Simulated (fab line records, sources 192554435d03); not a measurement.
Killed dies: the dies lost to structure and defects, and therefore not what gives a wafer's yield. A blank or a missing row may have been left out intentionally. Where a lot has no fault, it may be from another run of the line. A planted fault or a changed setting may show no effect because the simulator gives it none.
Comparing a struck lot with a sound one ; flow n5-finfet ; 16 out of 1938 route steps
Sound: wafers L348.3, L348.5, L348.6. Struck: wafer L361.6 (L361.4, L361.5, from the same lot, were not struck and are left out); the cause is given at the end.
At each step with rows: each side's tool, then ch and its chambers, then its first start. Under that, the readings that differ: sound wafers ; struck wafers ; difference of the means ; sigmas: that difference in standard deviations of wafers without a fault.
alike: same words and numbers on both sides, and readings whose means sit less than 2 such deviations apart. not compared: any withheld reading, any reading some wafer has no value for, any bound like >300 that may hide the same value, and any number with overlapping values for which the record gives no deviation.
The two part at a step that has a row with sigmas, a row that says differs or no value, or rows on one side only. Numbers that don't overlap but have no deviation are shown without sigmas and don't part them. A reading that every wafer of one side lacks parts them only if that side has two wafers or more.

first, 4 steps without rows for these wafers: N5_BEOL_M9_HM_STRIP_39 (strips TiN in peroxide tin strip, target depth 25 nm, time 158 s); N5_BEOL_M9_SRD_40 (time 30 s); N5_BEOL_M9_PRECLEAN_42 (cleans in residue remover, time 60 s); N5_BEOL_M9_SRD_43 (time 30 s).
N5_BEOL_M9_CD_MEAS_35: target cd 70 nm, target cd y 40 nm.
  struck on cd-sem-01, day 12 20:08; sound on cd-sem-02, day 10 03:07
reading;sound;struck;difference;sigmas
cd-nm (nm);69.3 69.4 68.7;70.9;+1.8;+3
then, 1 step without rows for these wafers: N5_BEOL_M9_CURE_72 (cures SiCOH lowk, time 120 s).
N5_BEOL_M9_DEGAS_44: time 60 s.
  struck on pvd-sputter-02, day 12 20:32; sound on pvd-sputter-01, day 10 03:49
  alike: heater-power-w
N5_BEOL_M9_PRE_CLEAN_45: time 30 s.
  struck on pvd-sputter-02, day 12 20:35; sound on pvd-sputter-01, day 10 03:51
  alike: heater-power-w
N5_BEOL_M9_ALD_74: deposits TaN, target thk 2 nm, pulse time 2 s, purge time 3 s.
  sound on ald-metal-01 ch 0,3, day 10 03:55; struck on ald-metal-04 ch 1, day 12 20:42
reading;sound;struck;difference;sigmas
heater-power-w (W);338 390 331;488;+135;+3
  alike: chamber-pressure-Torr, precursor-vessel-carrier-sccm
N5_BEOL_M9_SURFACE_TREAT_79:
  struck on pvd-sputter-02, day 12 21:01; sound on pvd-sputter-02, day 10 04:13
  alike: ar-flow-sccm
  not compared: throttle-valve-pct
then, 2 steps without rows for these wafers: N5_BEOL_M9_CVD_78 (deposits Co from CCTBA/H2, target thk 2 nm, time 138.9 s); N5_BEOL_M9_SPUTTER_48 (material Cu, target thk 12 nm, time 2 s).
N5_BEOL_M9_ECD_50: material Cu, target thk 318 nm.
  sound on ecd-cu-01 ch 0,1, day 10 04:34; struck on ecd-cu-01 ch 1, day 12 23:17
reading;sound;struck;difference;sigmas
model.Cu_of_BEOL_M9_ECD_50.thk-nm (nm);313.8 315.4 318.6;582.6;+266.7;
N5_BEOL_M9_ANNEAL_51: time 90 s.
  sound on rtp-anneal-02 ch 0, day 10 04:44; struck on rtp-anneal-01 ch 0, day 12 23:41
  alike: wafer_temp_C_max
N5_BEOL_M9_CMP_52: polishes, stops on SiCOH lowk, t overpolish 7 s, target thk 140 nm.
  sound on cmp-02 ch 1,2, day 10 04:58; struck on cmp-04 ch 2, day 12 23:52
reading;sound;struck;difference;sigmas
clearing-platen-down-force-psi (psi);1.5080 1.5009 1.4998;1.4967;-0.0062;-2
time-to-endpoint-s (s);71.6 69.2 68.1;118.5;+48.9;+20
  alike: motor-current-A
  not compared: pad-life-wafers
N5_BEOL_M9_THK_MEAS_53: measures by xrf.
  struck on film-metro-01, day 13 00:09; sound on film-metro-02, day 10 05:14
  alike: M9_THK

## WHERE THEY PART
Last at N5_BEOL_M9_CMP_52 as far as this record goes, first at N5_BEOL_M9_CD_MEAS_35. Later steps at which nothing parts them and some readings are alike: N5_BEOL_M9_THK_MEAS_53.

WHY: what the simulator had put in
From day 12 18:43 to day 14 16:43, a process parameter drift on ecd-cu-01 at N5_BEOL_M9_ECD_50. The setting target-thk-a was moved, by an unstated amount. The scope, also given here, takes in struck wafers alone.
